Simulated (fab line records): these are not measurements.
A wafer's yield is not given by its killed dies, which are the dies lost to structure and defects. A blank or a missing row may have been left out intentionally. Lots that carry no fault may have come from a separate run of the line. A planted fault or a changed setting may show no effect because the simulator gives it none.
Chamber matching	flow nandHarc	rieDiel-13 running NHARC_A_CONTACT_DESCUM_13: 4 sister chambers
The step chemistry O2, time 3 s. 4 wafers are shown with their chamber, then 8 later ones without.

WAFERS PAIRED WITH THEIR CHAMBERS
wafer	chamber	drypumpMotorCurrentA (A)
L088.3	2	5.3
L088.6	3	5.5
L090.4	0	5.9
L095.1	1	6.1

WAFERS WITHOUT THEIR CHAMBER
wafer	drypumpMotorCurrentA (A)
L095.3	5.4
L095.6	5.5
L094.2	5.5
L094.5	5.5
L094.6	5.3
L096.1	5.3
L096.4	5.5
L096.5	5.9

WHICH CHAMBER EACH WENT THROUGH
wafer	from the rows above	in truth
L095.3	can't be placed: 3 or 2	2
L095.6	3	3
L094.2	3	3
L094.5	3	3
L094.6	2	2
L096.1	2	2
L096.4	3	3
L096.5	0	0
Placed correctly: 7 of 8. These rows do not allow placing 1 (true chamber among the candidates in 1). 0 placed wrongly.
How it was worked out, from the rows above alone: a wafer's distance from a chamber is the root of the sum, over the readings, of the square of ((its reading less the chamber's mean) divided by the reading's scatter). The wafer belongs to the nearest chamber; if the next one is less than 2 further off, it can't be placed. The mean given for a chamber averages the wafers shown for that chamber. The scatter: with one shown wafer a chamber, the root of the mean of the squares of how far each hidden wafer lies from its nearest shown one.
